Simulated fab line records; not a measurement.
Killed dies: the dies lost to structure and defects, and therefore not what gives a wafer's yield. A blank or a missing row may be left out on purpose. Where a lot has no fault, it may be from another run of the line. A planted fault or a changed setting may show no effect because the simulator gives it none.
Struck lot and sound lot, side by side | flow n5 finfet | 42 steps out of a route of 1938
Sound: wafers L673.3, L673.4, L673.5. Struck: wafers L681.2, L681.6. (L681.3 of the same lot was not struck and is left out.) The cause comes at the end.
At each step with rows: each side's tool, then ch and its chambers, then its first start. Under that, the readings that differ: sound wafers | struck wafers | difference of the means | sigmas: that difference in standard deviations of wafers without a fault.
alike: readings with means less than 2 such deviations apart, plus words and numbers identical on both sides. not compared: withheld readings, readings lacking a value on some wafer, bounds such as >300 that could conceal the same value, and numbers that have no deviation in the record and whose values overlap.
Wherever a step has rows on one side only, a row that says differs or no value, or a row with sigmas, the two part there. Numbers that have no deviation but don't overlap get no sigmas and don't part them. Lack of a reading on every wafer of one side parts them only where that side has two or more wafers.

first, 3 steps without rows for these wafers: N5_PMOS_HMC_CHANNEL_EPI_EXPOSE_06 (exposes mask PMOS HMC BLK, target cd 240 nm); N5_PMOS_HMC_CHANNEL_EPI_PEB_07 (peb time 60 s); N5_PMOS_HMC_CHANNEL_EPI_DEVELOP_08 (develop time 30 s).
N5_PMOS_HMC_CHANNEL_EPI_CD_MEAS_09: the cd target is 237.4 nm.
  sound on cd sem-02 ch 0, day 1 16:52; struck on cd sem-01 ch 0, day 3 17:11
  alike: cd nm
N5_PMOS_HMC_CHANNEL_EPI_OVL_MEAS_10:
  sound on overlay-02 ch 0, day 1 16:54; struck on overlay-01 ch 0, day 3 17:13
  alike: PMOS_HMC_BLK_OVL
N5_PMOS_HMC_CHANNEL_EPI_INSPECT_11: inspects for defects (macro).
  struck on defect inspect-02, day 3 17:14; sound on defect inspect-02, day 1 16:56
  alike: raw defect count
then, 2 steps without rows for these wafers: N5_PMOS_HMC_CHANNEL_EPI_DESCUM_14 (chemistry O2, time 7.9 s); N5_PMOS_HMC_CHANNEL_EPI_ETCH_32 (etches BARC in N2/H2, stops on SiO2, target depth 85.8 nm, time 50.3 s).
N5_PMOS_HMC_CHANNEL_EPI_HM_OPEN_15: chemistry CHF3/O2, target SiO2, target depth 40.6 nm, time 20.3 s.
  sound on rie diel-03 ch 2,3, day 1 17:02; struck on rie diel-03 ch 0, day 3 17:20
  reading               | sound          | struck    | difference | sigmas
  oes_f_703_au (a.u.)   | 0.97 0.96 0.91 | 0.73 0.73 | -0.22      | -2
  oes product au (a.u.) | 0.98 0.98 0.89 | 0.73 0.73 | -0.22      | -2
  alike: drypump motor current A, rf fwd power W, rf vpp V, showerhead plenum p Torr, throttle valve pct
  not compared: rf hours counter h
then, 3 steps without rows for these wafers: N5_PMOS_HMC_CHANNEL_EPI_STRIP_33 (strips in N2/H2); N5_PMOS_HMC_CHANNEL_EPI_STRIP_17 (strips in SPM, time 750 s); N5_PMOS_HMC_CHANNEL_EPI_ETCH_38 (etches SiO2 in CF4, target depth 1.5 nm).
N5_PMOS_HMC_CHANNEL_EPI_FIN_RECESS_16: chemistry HBr/Cl2, target Si, target depth 54 nm, time 18 s.
  sound on rie si-04 ch 0,1, day 1 17:25; struck on rie si-02 ch 0,1, day 3 17:43
  reading                                          | sound             | struck      | difference | sigmas
  model.PMOS_HMC_CHANNEL_EPI.feature depth nm (nm) | 53.97 53.06 54.03 | 57.65 57.89 | +4.08      |
  model.etch.depth nm (nm)                         | 53.97 53.06 54.03 | 57.65 57.89 | +4.08      |
  alike: drypump motor current A, oes product au, rf fwd power W, throttle valve pct
  not compared: rf hours counter h
then, 6 steps without rows for these wafers: N5_PMOS_HMC_CHANNEL_EPI_PRECLEAN_36 (cleans in O3/DIW, time 45 s); N5_PMOS_HMC_CHANNEL_EPI_PRECLEAN_18 (cleans in DHF, time 30 s); N5_PMOS_HMC_CHANNEL_EPI_SRD_19 (time 30 s); N5_PMOS_HMC_CHANNEL_EPI_EPI_20 (deposits SiGe30, target thk 59 nm); N5_PMOS_HMC_CHANNEL_EPI_HM_STRIP_35 (strips SiO2 in dHF, material SiO2, target depth 39.6 nm, time 216 s); N5_PMOS_HMC_CHANNEL_EPI_SRD_39 (time 30 s).
N5_PMOS_HMC_CHANNEL_EPI_CMP_21: polishes SiGe30, target thk 54 nm.
  sound on cmp-01 ch 1,3, day 1 18:58; struck on cmp-01 ch 2,3, day 3 19:40
  alike: motor current A
N5_PMOS_HMC_CHANNEL_EPI_THK_MEAS_22:
  struck on film metro-02, day 3 19:55; sound on film metro-02, day 1 19:13
  reading          | sound          | struck    | difference | sigmas
  HMC_CMP_THK (nm) | 54.0 53.2 54.0 | 57.6 57.8 | +4.0       | +6
then, 5 steps without rows for these wafers: N5_PMOS_HMC_CHANNEL_EPI_PRECLEAN_40 (cleans in DHF, time 30 s); N5_PMOS_HMC_CHANNEL_EPI_PRECLEAN_37 (cleans in O3/DIW, time 45 s); N5_PMOS_HMC_CHANNEL_EPI_PRECLEAN_24 (cleans in DHF, time 30 s); N5_PMOS_HMC_CHANNEL_EPI_SRD_25 (time 30 s); N5_PMOS_HMC_CHANNEL_EPI_EPI_26 (deposits Si from SiH4/H2, target thk 3.8 nm, time 22.7 s).
N5_PMOS_HMC_CHANNEL_EPI_INSPECT_30: inspects for defects (darkfield).
  struck on defect inspect-02, day 3 20:24; sound on defect inspect-02, day 1 19:43
  alike: raw defect count
then, 5 steps without rows for these wafers: N5_FIN_SAQP_PRECLEAN_42 (cleans in O3/DIW, time 60 s); N5_FIN_SAQP_PRECLEAN_00 (cleans in SC1, time 60 s); N5_FIN_SAQP_PRECLEAN_44 (cleans in SC2, time 45 s); N5_FIN_SAQP_SRD_01 (time 30 s); N5_FIN_SAQP_ALD_61 (deposits SiO2, target thk 4 nm, pulse time 1 s, purge time 2 s).
N5_FIN_SAQP_DENSIFY_62: time 60 s.
  sound on rtp anneal-02 ch 0, day 1 20:43; struck on rtp anneal-01 ch 0, day 3 20:46
  alike: lamp power pct, lamp_zone_2_pct, wafer_temp_C_max
N5_FIN_SAQP_HM_DEP_03: deposits SiNx from SiH4/NH3/N2, target thk 38 nm, time 33.6 s.
  sound on pecvd-03 ch 1,2, day 1 20:52; struck on pecvd-03 ch 0, day 3 20:56
  alike: heater power w, rf fwd power W, showerhead plenum p Torr, throttle valve pct
  not compared: since wet clean h
N5_FIN_SAQP_THK_MEAS_05:
  struck on film metro-01, day 3 21:02; sound on film metro-02, day 1 20:58
  alike: thk nm
then, 1 step without rows for these wafers: N5_FIN_SAQP_PECVD_47 (deposits a-Si from SiH4/He, target thk 45 nm, time 36.3 s).
N5_FIN_SAQP_PECVD_48: deposits SiNx from SiH4/NH3/N2, target thk 25 nm, time 22.1 s.
  sound on pecvd-02 ch 1,2, day 1 21:02; struck on pecvd-02 ch 0,2, day 3 21:07
  alike: heater power w, rf fwd power W, showerhead plenum p Torr, throttle valve pct
  not compared: since wet clean h
then, 1 step without rows for these wafers: N5_FIN_SAQP_PECVD_06 (deposits a-Si from SiH4/He, target thk 60 nm, time 48.1 s).
N5_FIN_SAQP_THK_MEAS_07:
  struck on film metro-01, day 3 21:14; sound on film metro-01, day 1 21:10
  alike: thk nm
then, 2 steps without rows for these wafers: N5_FIN_SAQP_HM_DEP_72 (deposits SiO2 from SiH4/N2O, target thk 12 nm, time 7.2 s); N5_FIN_SAQP_COAT_49 (time 60 s, resist thk 100 nm).
-- here the record skips 6 days between the struck wafers' starts before and after, leaving off in module FIN_SAQP and picking up in module BEOL_M4 (first step shown: number 1111 of the route) --
N5_BEOL_M4_RC_MEAS_101:
  sound on prober-01 ch 0, day 8 00:11; struck on prober-02 ch 0, day 10 06:49
  reading       | sound             | struck      | difference | sigmas
  CJ_P          | 5.91 5.99 5.86    | 5.19 5.05   | -0.80      | -6
  DIBL_N (mV/V) | 39.2 39.8 37.8    | 34.9 35.3   | -3.8       | -3
  VT_N (mV)     | 250.6 245.5 251.4 | 256.8 254.5 | +6.5       | +2
  alike: DIBL_P, IOFF_N, IOFF_P, ION_N, ION_P, SS_N, SS_P, VT_P

WHERE THEY PART
Last at N5_BEOL_M4_RC_MEAS_101 as far as this record goes, first at N5_PMOS_HMC_CHANNEL_EPI_HM_OPEN_15.

WHY: the cause the simulator had injected
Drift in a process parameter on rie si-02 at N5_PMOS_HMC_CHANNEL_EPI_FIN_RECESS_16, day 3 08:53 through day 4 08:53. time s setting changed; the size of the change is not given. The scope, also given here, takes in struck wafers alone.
